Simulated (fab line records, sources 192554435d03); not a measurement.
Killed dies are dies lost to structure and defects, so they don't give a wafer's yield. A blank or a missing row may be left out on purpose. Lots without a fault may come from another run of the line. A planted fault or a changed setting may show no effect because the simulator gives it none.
fab line records | flow n5_finfet
record lots=4 wafers=12 last_day=19
route steps=1938 shown BEOL_M4@1099 BEOL_M5@1112 BEOL_M13@1706 PASSIVATION@1936
lots that met no fault: from a run of the same line without faults
start_h: hours from the record's first day to the start of the lot's first wafer shown | wait_h: hours since the lot's step before | " the same as in the row above | L1.1+2: a row that stands for several wafers | - no value, or no start given | * or withheld: withheld | < > ~ a bound
route shown NAME@n: a module of which the file shows steps, and the number in the route of the first | usual: mean/standard deviation of fault-free wafers | same: alike in all rows | chamber/n: place in a boat | sites: the reading at each site | _std_site: their standard deviation | _edge_site: outer sites' mean less inner sites' | radius_mm: how far each site lies from the wafer's centre | mask NAME#n: copy n | behind: the tool/chamber that last shaped the wafer | hold: why the lot was held/for how many hours/how that ended | device: the transistor (n, p or np) that didn't switch | end of line: the same wafers' tests at the end of the route | a step without rows: its recipe alone | killed: dies lost to structure and defects at the first sort, not the wafer's yield | map: a wafer's dies, x killed, . not, _ none there
set.NAME: the setting as run; set.NAME@STEP: as run at that earlier step | model.NAME: the simulator's own value behind a step, which no gauge read
lots at some steps of the route; a table a step, a row a wafer
services: from which hour (start_h, from the record's first day; less than 0 if before it) a tool's chamber was out of use, for how many hours, and why
## steps
# step N5_BEOL_M4_ANNEAL_95
# recipe temp_c=400 time_s=240 ambient=vacuum
# step N5_BEOL_M4_SPUTTER_96
# recipe material=Cu target_thk_a=45 temp_c=-20 chamber_pressure_pa=0.07 power_w=withheld time_s=8.29
# step N5_BEOL_M4_ECD_50
# recipe material=Cu target_thk_a=3000
# step N5_BEOL_M4_ANNEAL_51
# recipe temp_c=225 time_s=90 ambient=N2
# step N5_BEOL_M4_CMP_52
# recipe stop_on=SiOC t_overpolish_s=6.8 down_force_psi=1 platen_rpm=50 clearing_platen_down_force_psi=1.5 clearing_platen_rpm=50 post_cmp_clean=cu_alkaline target_thk_nm=40 clearing_platen_pad_velocity_m_s=0.99484 pad_velocity_m_s=0.99484
# step N5_BEOL_M4_PRE_CLEAN_60
# recipe gas=NH3/H2 time_s=15 temp_c=* rf_power_w=300
# step N5_BEOL_M4_CO_CAP_55
# recipe material=Co target_thk_a=20 temp_c=200 precursor=CCTBA/H2 pressure_torr=30 time_s=102.1
# step N5_BEOL_M4_PRE_CLEAN_56
# recipe gas=NH3 time_s=15 temp_c=withheld rf_power_w=300
# step N5_BEOL_M4_DEP_57
# recipe material=SiCN target_thk_a=80 temp_c=withheld precursor=3MS/NH3 pressure_torr=3 rf_w=202 time_s=14
# step N5_BEOL_M4_RC_MEAS_101
# usual DIBL_N=35.1/1.6 DIBL_P=34.9/1.8 IOFF_N=0.143/0.026 IOFF_P=0.21/0.037 ION_N=671/11 ION_P=463/7.8 SS_N=71.2/0.58 SS_P=73.0/0.54 VT_N=251/3 VT_P=-250/4.1
# columns lot.wafer tool chamber start_h wait_h DIBL_N[mV/V] DIBL_P[mV/V] IOFF_N[nA/um] IOFF_P[nA/um] ION_N[uA/um] ION_P[uA/um] SS_N[mV/dec] SS_P[mV/dec] VT_N[mV] VT_P[mV]
L972.1 prober-01 0 249.97 0.0 34.6 33.2 0.116 0.15 673 452 70.6 73.0 255 -257
L972.4 " 0 " " 35.2 34.2 0.126 0.17 668 461 71.3 72.4 255 -255
L972.5 " 0 " " 33.8 32.4 0.111 0.15 663 451 70.7 72.0 255 -255
L973.1 prober-02 0 263.07 0.0 36.4 35.4 0.155 0.23 678 471 71.0 73.3 250 -249
L973.5 " 0 " " 37.1 36.3 0.156 0.26 681 470 70.9 73.3 249 -246
L973.6 " 0 " " 36.1 34.7 0.145 0.22 682 473 71.5 73.3 250 -247
L982.2 prober-02 0 331.17 0.2 36.4 37.7 0.172 0.23 687 467 71.1 73.7 247 -249
L982.3 " 0 " " 36.6 38.5 0.183 0.24 691 461 71.9 74.1 248 -250
L982.6 " 0 " " 36.3 37.8 0.191 0.23 674 461 71.6 73.0 244 -250
L983.1 prober-01 0 339.61 0.6 34.2 32.7 0.114 0.20 657 468 70.9 72.2 254 -250
L983.2 " 0 " " 36.7 33.9 0.153 0.22 662 460 72.7 72.5 253 -246
L983.4 " 0 " " 36.3 35.8 0.155 0.26 670 474 71.6 73.3 251 -245
# step N5_BEOL_M5_ILD_DEP_00
# recipe material=SiCOH_lowk target_thk_a=1406.4 temp_c=300 precursor=DEMS/porogen pressure_torr=5 rf_w=500 time_s=25.9
# step N5_BEOL_M5_CURE_79
# recipe temp_c=385 time_s=240 ambient=He/Ar material=SiCOH_lowk
# step N5_BEOL_M5_PECVD_70
# recipe material=SiO2 target_thk_a=160 temp_c=400 precursor=TEOS/O2 pressure_torr=5.5 rf_w=450 teos_flow_sccm=53.8 gas=O2 flow_sccm=3000 time_s=18
# step N5_BEOL_M5_HM_DEP_02
# recipe material=TiN target_thk_a=200 temp_c=25 chamber_pressure_pa=0.49996
# step N5_BEOL_M5_COAT_59
# recipe resist=SOC temp_c=250 time_s=60 spin_rpm=1500 resist_thk_nm=60
# step N5_BEOL_M5_COAT_60
# recipe resist=SiARC temp_c=220 time_s=60 spin_rpm=1500 resist_thk_nm=12
# step N5_BEOL_M5_COAT_71
# recipe resist=underlayer temp_c=205 time_s=60 spin_rpm=1500 resist_thk_nm=5
# step N5_BEOL_M5_COAT_05
# recipe resist=CAR-EUV spin_rpm=1500 resist_thk_nm=30
# step N5_BEOL_M5_EBR_07
# recipe solvent=PGMEA ebr_width_mm=1.5
# step N5_BEOL_M5_SOFTBAKE_06
# recipe temp_c=110 time_s=60 resist=CAR-EUV
# step N5_BEOL_M5_EXPOSE_08
# recipe mask_id=M5 na=0.33 source_shape=annular sigma_inner=0.4 sigma_outer=0.8 polarization=unpolarized target_cd_nm=28 dose_mj=35.75
# step N5_BEOL_M5_PEB_09
# recipe peb_temp_c=100 peb_time_s=60 resist=CAR-EUV
# step N5_BEOL_M5_DEVELOP_10
# recipe develop_time_s=30 developer=TMAH resist=CAR-EUV rinse_liquid=surfactant_rinse dry=air_spin dev_temp_c=23
# step N5_BEOL_M5_DESCUM_16
# recipe chemistry=O2 time_s=7 source_power_w=50 bias_power_w=20 pressure_mtorr=20 rf_frequency_hz=2.712e+07 temp_c=40 resist=CAR-EUV o2_flow_sccm=225
# step N5_BEOL_M5_ETCH_72
# recipe chemistry=N2/H2 target=underlayer target_depth_a=65 mask_material=CAR-EUV time_s=5.2 ion_energy_ev=200 pressure_mtorr=30 source_w=840 bias_w=150 n2_flow_sccm=200 h2_flow_sccm=200 ends=cleared
# step N5_BEOL_M5_ETCH_61
# recipe chemistry=CF4 target=SiARC target_depth_a=156 mask_material=CAR-EUV time_s=26 ion_energy_ev=80 pressure_mtorr=40 source_w=545 bias_w=36 Ar_flow_sccm=100 cf4_flow_sccm=100 ends=cleared
# step N5_BEOL_M5_ETCH_62
# recipe chemistry=N2/H2 target=SOC target_depth_a=750 overetch_a=150 mask_material=SiARC temp_c=40 time_s=112.5 ion_energy_ev=200 pressure_mtorr=30 source_w=840 bias_w=150 n2_flow_sccm=200 h2_flow_sccm=200
# step N5_BEOL_M5_STRIP_63
# recipe chemistry=N2/H2 temp_c=40 n2_flow_sccm=200 h2_flow_sccm=200 rf_frequency_hz=6e+07
# step N5_BEOL_M5_STRIP_73
# recipe chemistry=N2/H2 temp_c=40 n2_flow_sccm=200 h2_flow_sccm=200 rf_frequency_hz=6e+07
# step N5_BEOL_M5_STRIP_64
# recipe chemistry=CF4 resist=SiARC power_w=300 bias_power_w=75 pressure_mtorr=50 cf4_flow_sccm=150 rf_frequency_hz=6e+07
# step N5_BEOL_M5_HM_OPEN_17
# recipe chemistry=Cl2/BCl3 target_depth_a=200 overetch_a=60 target=TiN mask_material=SOC ion_energy_ev=150 pressure_mtorr=10 icp_w=1000 bias_w=126 Cl2_flow_sccm=53.25 bcl3_flow_sccm=21.75 Ar_flow_sccm=25
# step N5_BEOL_M5_STRIP_19
# recipe chemistry=O2 power_w=400 temp_c=40 pressure_mtorr=30 rf_frequency_hz=6e+07 bias_power_w=0 overash_fraction=0.2 o2_flow_sccm=225
# step N5_BEOL_M5_COAT_65
# recipe resist=SOC temp_c=250 time_s=60 spin_rpm=1500 resist_thk_nm=60
# step N5_BEOL_M5_COAT_66
# recipe resist=SiARC temp_c=220 time_s=60 spin_rpm=1500 resist_thk_nm=12
# step N5_BEOL_M13_SPUTTER_44
# recipe material=Ta target_thk_a=100 temp_c=50 bias_v=80 power_w=15000 chamber_pressure_pa=0.07 time_s=16.13
# usual bias_v=80.0/0.84 cathode_dc_power_W=15000/2.7 substrate_temp_c=49.98/0.11 throttle_valve_pct=30.8/1
# columns lot.wafer tool chamber start_h wait_h bias_v cathode_dc_power_W substrate_temp_c throttle_valve_pct
L972.1 pvd_sputter-01 - 329.92 0.0 - - - -
L972.4 " - " " - - - -
L972.5 " - " " - - - -
L973.1 pvd_sputter-01 - 339.99 0.0 - - - -
L973.5 " - " " - - - -
L973.6 " - " " - - - -
L982.2 pvd_sputter-01 - 423.44 0.0 80.3 15001 49.82 32.3
L982.3 " - " " 80.6 15004 50.00 29.7
L982.6 " - " " 80.3 15002 49.85 32.0
L983.1 pvd_sputter-02 - 423.81 0.0 78.8 14997 50.04 30.6
L983.2 " - " " 82.3 14996 49.97 32.5
L983.4 " - " " 78.3 15002 50.20 31.7
# step N5_BEOL_M13_CMP_49
# recipe stop_on=SiOC t_overpolish_s=17.1 down_force_psi=1 platen_rpm=50 clearing_platen_down_force_psi=1.5 clearing_platen_rpm=50 post_cmp_clean=cu_alkaline target_thk_nm=420 clearing_platen_pad_velocity_m_s=0.99484 pad_velocity_m_s=0.99484
# usual barrier_field_endpoint_s=30.1/0.64 edge_zone_pressure_frac=0.999/0.005 motor_current_A=6.0/0.73
# columns lot.wafer tool chamber start_h wait_h barrier_field_endpoint_s edge_zone_pressure_frac motor_current_A model.Cu_of_BEOL_M13_ECD_47.thk_nm
L972.4 cmp-04 0 330.58 0.1 18.2 1.000 4.9 437.8
L972.1 " 3 " " 18.2 0.995 6.4 434.6
L972.5 " 1 " " 18.3 1.004 6.3 436.4
L973.1 cmp-04 2 340.70 0.3 18.0 0.990 5.9 437.6
L973.6 " 1 " " 18.1 0.998 6.0 422.8
L973.5 " 2 " " 18.0 0.992 5.9 440.4
L982.2 cmp-04 2 424.52 0.3 30.3 0.992 5.6 430
L982.3 " 1 " " 29.9 0.998 5.8 426.6
L982.6 " 3 " " 30.7 0.998 6.3 437.8
L983.1 cmp-04 0 424.99 0.3 29.9 0.992 5.1 434.4
L983.2 " 1 " " 29.8 1.001 6.2 423.4
L983.4 " 2 " " 30.5 0.996 5.9 425.8
# step N5_PASSIVATION_PROBE_49
# usual defect_limited_yield=91.1/1.4 killed_at_M0_to_M3=36/11 killed_at_M4_up=14/5.2 killed_at_contacts=12/6.1 killed_at_front_end=40/12 killed_at_other=3.2/2.5 killed_dies=105/16 killed_open=68/12 killed_short=35/8.7 sort_bin_5_function=5.2/0.89 sort_bin_6_memory=3.3/0.66 sort_n_pass=1074/16 sort_yield_pct=91.1/1.4
# same gross_dies=1180 killed_at_back_side=0 sort_bin_4_leakage[%]=0 sort_bin_8_speed[%]=0
# columns lot.wafer tool chamber start_h wait_h defect_limited_yield[%] killed_at_M0_to_M3 killed_at_M4_up killed_at_contacts killed_at_front_end killed_at_other killed_dies killed_open killed_short sort_bin_5_function[%] sort_bin_6_memory[%] sort_n_pass sort_yield_pct[%]
L972.1 prober-01 - 362.92 0.0 80.7 33 123 18 53 1 228 86 32 15.5 3.7 952 80.7
L972.4 prober-01 - 363.07 0.2 80.7 38 118 21 51 0 228 88 32 14.3 4.1 952 80.7
L972.5 prober-01 - 363.12 0.2 80.1 42 135 13 42 3 235 70 43 16.5 3.1 945 80.1
L973.1 prober-02 - 370.06 0.0 80.8 50 121 20 33 2 226 85 36 14.6 4.2 954 80.8
L973.5 prober-02 - 370.26 0.2 82.3 38 129 5 35 2 209 64 26 14.4 2.9 971 82.3
L973.6 prober-02 - 370.31 0.3 83.2 41 127 11 18 1 198 64 16 13.8 2.6 982 83.2
# killed by level:class
L972.1 BEOL_M13:area_sputter=104 MOL_CONTACT_COAG:geometric_particle:open=15 BEOL_M0_SAQP:geometric_particle:open=15 FIN_SAQP:geometric_particle:open=13 FIN_SAQP:geometric_particle:short=11 BEOL_M3:geometric_particle:open=7 BEOL_M4:geometric_particle:open=7 STI_FIN_REVEAL:geometric_particle:open=6
L972.4 BEOL_M13:area_sputter=99 MOL_CONTACT_COAG:geometric_particle:open=20 STI_FIN_REVEAL:geometric_particle:open=12 FIN_SAQP:geometric_particle:short=10 BEOL_M0_SAQP:geometric_particle:open=10 BEOL_M3:geometric_particle:open=9 BEOL_M1:geometric_particle:open=8 GATE_CUT:geometric_particle:open=5
L972.5 BEOL_M13:area_sputter=118 BEOL_M0_SAQP:geometric_particle:short=11 MOL_CONTACT_COAG:geometric_particle:open=9 BEOL_M0_SAQP:geometric_particle:open=8 BEOL_M3:geometric_particle:open=8 FIN_SAQP:geometric_particle:short=7 STI_FIN_REVEAL:geometric_particle:open=7 ILD0:geometric_particle:short=7
L973.1 BEOL_M13:area_sputter=105 BEOL_M0_SAQP:geometric_particle:short=15 MOL_CONTACT_COAG:geometric_particle:open=14 BEOL_M0_SAQP:geometric_particle:open=13 STI_FIN_REVEAL:geometric_particle:open=9 BEOL_M4:geometric_particle:open=7 FIN_SAQP:geometric_particle:open=6 MOL_CONTACT_COAG:geometric_particle:short=6
L973.5 BEOL_M13:area_sputter=117 BEOL_M0_SAQP:geometric_particle:short=10 BEOL_M2:geometric_particle:open=10 BEOL_M3:geometric_particle:open=9 FIN_SAQP:geometric_particle:open=8 BEOL_M4:geometric_particle:open=7 STARTING-WAFER:geometric_particle:open=7 FIN_SAQP:geometric_particle:short=5
L973.6 BEOL_M13:area_sputter=116 BEOL_M0_SAQP:geometric_particle:open=14 MOL_CONTACT_COAG:geometric_particle:open=11 BEOL_M2:geometric_particle:open=8 BEOL_M3:geometric_particle:open=7 BEOL_M0_SAQP:geometric_particle:short=5 FIN_SAQP:geometric_particle:open=4 STI_FIN_REVEAL:geometric_particle:open=4
# map L972.5 (x killed, . not)
_________________............________________
______________......x....xx...x._____________
___________........x.x...xx....x...__________
__________......x..........x...x.x.._________
________.....x.....xxx.xxxx..xx......._______
_______.........x....x.x....x..........______
______.....x.....x.......x.xx...x......x_____
_____.x...x...xx..x..x.....x.............____
____..x..x.x........xx....x.xxx.x.........___
___x...x.......x.x....x.x.....xx.....xx....__
___......xx....xxxx.x.xx.x.xxx..x.......xx.__
__...........x..........xx..xx..xxxx........_
__....x..xx..xx..xxx.xxx...x....xx..x.x....._
_.x.........xx.xxx.x.....x.....xx........x..x
_............xxxxx..xx..xx...xxx..x....x...x.
_..........x..x..x..xx..xx..x...........x..x.
_....x.....x..x.xx.x.xx...xx.xx..xx......x...
_x.............xx....x.xx....x..............x
_....x...........xx.....x...x.......x.xx.....
_.x.............x.......x......xx....x.......
_..............x..x..x.x.x...............x...
__...x............x..x.x.......x..x........._
__.......x......x.xx...x........x....x.xx..._
___.x....x..x......x..xx..........x........__
___..............x..x.x.........x.........x__
____...................x...x.x.x....x.x...___
_____............xx.......x..............____
______x......x......................x..._____
_______..........x.x....xx.x........x..______
________.............x....x..........._______
__________..x.................x....._________
___________........x.x.............__________
______________.................._____________
_________________.......xx...________________
# map L973.1 (x killed, . not)
_________________............________________
______________........x........._____________
___________....xxx...............x.__________
__________.................x........_________
________..............x.x.x....x......_______
_______......xx............x.x.....x.x.______
______........x..........x.............x_____
_____........x....x...x..x...........x...____
____................................x.....___
___....x..x....x..................x........__
___..............xxx...x.......x...x.......__
__......x.......x......xxx...x....x.x....x.x_
__......................xxx..x..x.....xx...._
_....x...xxx.x......xxx...x..x.x.xx..x.......
_....x............x...x.xx....x.x..x....x....
_.....x...x..x......xx.x..x.x.x.x....xx......
_...x...x.x....x...x....xx.x.xx....x.....x...
_.........x.....x.x...x.x....x..x...x..xx....
_......x..........x..x..x.x.x.x..xx.......xx.
_.....x....x.x.......xx.x.xxxxx.x...x........
_xxx.........x....xx....xxxx.xxxxxxxxxx..xx..
__..............x.x....xx..x.x.xx.x.x......._
__..x...x..........x......xxxx...xx.......x._
___.......x.......x....x.....x.x.....x.....__
___.............x..........x.x.x....x.....x__
____...x..............x.........x.xx.....x___
_____.x....................x.x......xx...____
______............x...x...xx.......xx..._____
_______.....x..x.x.x..x.....x........x.______
________.xx..x.......x......x........._______
__________...x..x.x..........x......_________
___________...........x.x..x...x...__________
______________.............x...._____________
_________________....x.......________________
## services
# columns tool chamber start_h hours kind
cmp-04 - 313.29 1.4 repair
cmp-04 - 368.88 4.0 pm
cmp-04 - 372.88 - consumable_replace:conditioner
cmp-04 - 372.88 - consumable_replace:pad
pvd_sputter-02 - 394.73 1.5 repair
## key
first_sign step=N5_BEOL_M13_SPUTTER_44 reading=tool_record direction=missing
effect step=N5_BEOL_M13_CMP_49 reading=barrier_field_endpoint_s direction=down sigmas=19 usual=30.1 struck=18.1
effect step=N5_PASSIVATION_PROBE_49 reading=killed_at_M4_up direction=up sigmas=21 usual=14 struck=126
model_effect step=N5_BEOL_M13_CMP_49 value=Cu_of_BEOL_M13_ECD_47.thk_nm without=424.9 struck=434.9
more_kills_born_at N5_BEOL_M13_SPUTTER_44@pvd_sputter-01=663
met_at N5_BEOL_M13_SPUTTER_44
struck_wafers L972.1,L972.4,L972.5,L973.1,L973.5,L973.6
fault kind=skipped_step_whole tool=pvd_sputter-01 chamber=- onset_h=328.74 steps=N5_BEOL_M13_SPUTTER_44 scope=struck_lots_only
